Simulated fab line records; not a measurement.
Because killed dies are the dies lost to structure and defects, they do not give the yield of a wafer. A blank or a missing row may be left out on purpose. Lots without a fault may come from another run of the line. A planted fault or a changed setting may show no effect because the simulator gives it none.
Chamber matching / flow n5-finfet / rie-diel-03 running N5_BEOL_M9_ETCH_65: 4 sister chambers
The step etches SiARC in CF4, target depth 15.6 nm, time 26 s. 8 wafers are shown with their chamber, then 11 later ones without.

## WAFERS, EACH WITH ITS CHAMBER
wafer=L083.5; chamber=0; drypump-motor-current-A (A)=5.1; throttle-valve-pct (%)=15.72
wafer=L092.3; chamber=0; drypump-motor-current-A (A)=5.1; throttle-valve-pct (%)=15.74
wafer=L090.5; chamber=3; drypump-motor-current-A (A)=5.2; throttle-valve-pct (%)=15.49
wafer=L090.6; chamber=2; drypump-motor-current-A (A)=5.6; throttle-valve-pct (%)=15.14
wafer=L091.2; chamber=3; drypump-motor-current-A (A)=5.1; throttle-valve-pct (%)=15.50
wafer=L091.4; chamber=2; drypump-motor-current-A (A)=5.7; throttle-valve-pct (%)=15.15
wafer=L091.6; chamber=1; drypump-motor-current-A (A)=6.3; throttle-valve-pct (%)=15.15
wafer=L094.1; chamber=1; drypump-motor-current-A (A)=6.4; throttle-valve-pct (%)=15.16

## WAFERS WITH NO CHAMBER GIVEN
wafer=L094.2; drypump-motor-current-A (A)=5.6; throttle-valve-pct (%)=15.16
wafer=L094.6; drypump-motor-current-A (A)=5.6; throttle-valve-pct (%)=15.14
wafer=L095.2; drypump-motor-current-A (A)=5.6; throttle-valve-pct (%)=15.16
wafer=L095.3; drypump-motor-current-A (A)=5.1; throttle-valve-pct (%)=15.24
wafer=L095.6; drypump-motor-current-A (A)=5.1; throttle-valve-pct (%)=15.23
wafer=L096.1; drypump-motor-current-A (A)=5.2; throttle-valve-pct (%)=15.52
wafer=L096.2; drypump-motor-current-A (A)=6.3; throttle-valve-pct (%)=15.17
wafer=L096.4; drypump-motor-current-A (A)=5.7; throttle-valve-pct (%)=15.14
wafer=L097.1; drypump-motor-current-A (A)=5.1; throttle-valve-pct (%)=15.25
wafer=L097.2; drypump-motor-current-A (A)=5.2; throttle-valve-pct (%)=15.52
wafer=L097.4; drypump-motor-current-A (A)=6.4; throttle-valve-pct (%)=15.21

## WHICH CHAMBER EACH WENT THROUGH
wafer=L094.2; from the rows above=2; in truth=2
wafer=L094.6; from the rows above=2; in truth=2
wafer=L095.2; from the rows above=2; in truth=2
wafer=L095.3; from the rows above=2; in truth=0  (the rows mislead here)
wafer=L095.6; from the rows above=2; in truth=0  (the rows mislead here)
wafer=L096.1; from the rows above=3; in truth=3
wafer=L096.2; from the rows above=1; in truth=1
wafer=L096.4; from the rows above=2; in truth=2
wafer=L097.1; from the rows above=2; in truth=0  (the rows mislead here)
wafer=L097.2; from the rows above=3; in truth=3
wafer=L097.4; from the rows above=1; in truth=1
Correctly placed: 8 of 11. From these rows, 0 cannot be placed. Wrongly placed: 3.
How it was worked out, from the rows above alone: a wafer's distance from a chamber is the root of the sum, over the readings, of the square of ((its reading less the chamber's mean) divided by the reading's scatter). If the next closest chamber is less than 2 further off than the closest, the wafer can't be placed; otherwise it belongs to the closest. Each chamber's mean is taken over the wafers shown for it. How the scatter is found: for the shown wafers, subtract from each reading the mean of its chamber, square and add these, divide the total by (wafers less chambers), then take the root.
